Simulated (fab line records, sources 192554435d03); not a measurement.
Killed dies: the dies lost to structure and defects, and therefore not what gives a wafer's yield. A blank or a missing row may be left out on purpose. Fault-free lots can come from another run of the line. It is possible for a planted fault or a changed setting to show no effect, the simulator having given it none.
Struck lot and sound lot, side by side + flow n5_finfet + 15 out of 1938 route steps
Sound: these wafers, L219.1, L219.5, L219.6. Struck: wafer L229.3. (L229.2, L229.4 of the same lot were not struck and are left out.) The cause comes at the end.
Order at every step that has rows: each side's tool, ch and its chambers, its first start. Under that, the readings that differ: sound wafers + struck wafers + difference of the means + sigmas: that difference in standard deviations of wafers without a fault.
alike: readings whose means differ by less than 2 such deviations, and words and numbers that are the same on both sides. not compared: withheld readings, readings that some wafer has no value for, bounds like >300 that may hide the same value, and numbers for which the record gives no deviation and whose values overlap.
Wherever a step has rows on one side only, a row that says differs or no value, or a row with sigmas, the two part there. Numbers that have no deviation but don't overlap get no sigmas and don't part them. A reading that every wafer of one side lacks parts them only if that side has two wafers or more.

first, 8 steps without rows for these wafers: N5_MOL_CONTACT_COAG_COAT_63 (time 60 s, resist thk 10 nm); N5_MOL_CONTACT_COAG_COAT_64 (time 60 s, resist thk 10 nm); N5_MOL_CONTACT_COAG_COAT_34 (resist thk 40 nm); N5_MOL_CONTACT_COAG_EBR_36; N5_MOL_CONTACT_COAG_SOFTBAKE_35 (time 60 s); N5_MOL_CONTACT_COAG_EXPOSE_37 (exposes mask VD, defocus 0 nm); N5_MOL_CONTACT_COAG_PEB_38 (peb time 60 s); N5_MOL_CONTACT_COAG_DEVELOP_39 (develop time 30 s).
N5_MOL_CONTACT_COAG_CD_MEAS_40: target cd 25.1 nm.
  sound on cd_sem-02 ch 0, day 5 03:54; struck on cd_sem-03 ch 0, day 7 14:21
  alike: cd_nm
N5_MOL_CONTACT_COAG_OVL_MEAS_41:
  sound on overlay-01 ch 0, day 5 03:56; struck on overlay-02 ch 0, day 7 14:23
  alike: VD_OVL
N5_MOL_CONTACT_COAG_INSPECT_42: inspects for defects (brightfield).
  struck on defect_inspect-01, day 7 14:26; sound on defect_inspect-02, day 5 04:00
  alike: raw_defect_count
N5_MOL_CONTACT_COAG_DESCUM_45: chemistry O2, time 7 s.
  sound on rie_diel-04 ch 0,1, day 5 04:02; struck on rie_diel-04 ch 2, day 7 14:28
| reading                | sound          | struck | difference | sigmas |
|------------------------|----------------|--------|------------|--------|
| throttle_valve_pct (%) | 20.7 20.7 20.6 | 19.9   | -0.8       | -2     |
  alike: bias_power_w, chamber_pressure_mTorr, drypump_motor_current_A, oes_product_au, rf_vpp_V, showerhead_plenum_p_Torr, temp_c
  not compared: rf_hours_counter_h
N5_MOL_CONTACT_COAG_ETCH_65: etches underlayer in N2/H2, target depth 13 nm, time 10.4 s.
  sound on rie_diel-04 ch 0,1, day 5 04:04; struck on rie_diel-04 ch 2, day 7 14:30
| reading                        | sound             | struck | difference | sigmas |
|--------------------------------|-------------------|--------|------------|--------|
| chamber_pressure_mTorr (mTorr) | 30.00 30.00 30.00 | 30.07  | +0.07      | +2     |
| etch_rf_on_time_s (s)          | 10.28 10.18 10.60 | 7.32   | -3.03      | -13    |
| oes_product_au (a.u.)          | 0.75 0.74 0.59    | 0.92   | +0.23      | +3     |
  alike: drypump_motor_current_A, n2_flow_sccm, rf_vpp_V, showerhead_plenum_p_Torr, throttle_valve_pct
  not compared: rf_hours_counter_h
N5_MOL_CONTACT_COAG_ETCH_66: etches SiARC in CF4, target depth 13 nm, time 21.7 s.
  sound on rie_diel-04 ch 0,1, day 5 04:05; struck on rie_diel-04 ch 2, day 7 14:31
| reading                | sound             | struck | difference | sigmas |
|------------------------|-------------------|--------|------------|--------|
| rf_vpp_V (V)           | 185.8 185.9 184.0 | 183.2  | -2.0       | -2     |
| throttle_valve_pct (%) | 15.71 15.73 15.81 | 15.09  | -0.66      | -2     |
  alike: chamber_pressure_mTorr, drypump_motor_current_A, etch_rf_on_time_s, oes_product_au, showerhead_plenum_p_Torr
  not compared: rf_hours_counter_h
-- here the record skips 3 days between the struck wafers' starts before and after, leaving off in module MOL_CONTACT_COAG and picking up in module BEOL_M4 (first step shown: number 1111 of the route) --
N5_BEOL_M4_RC_MEAS_101:
  sound on prober-02 ch 0, day 7 23:59; struck on prober-02 ch 0, day 10 02:45
| reading       | sound       | struck | difference | sigmas |
|---------------|-------------|--------|------------|--------|
| ION_N (uA/um) | 670 660 670 | 694    | +27        | +2     |
| ION_P (uA/um) | 457 447 455 | 471    | +18        | +2     |
  alike: DIBL_N, DIBL_P, IOFF_N, IOFF_P, SS_N, SS_P, VT_N, VT_P

== WHERE THEY PART ==
Earliest at N5_MOL_CONTACT_COAG_DESCUM_45; latest, in this record, at N5_BEOL_M4_RC_MEAS_101.

WHY: the cause the simulator had injected
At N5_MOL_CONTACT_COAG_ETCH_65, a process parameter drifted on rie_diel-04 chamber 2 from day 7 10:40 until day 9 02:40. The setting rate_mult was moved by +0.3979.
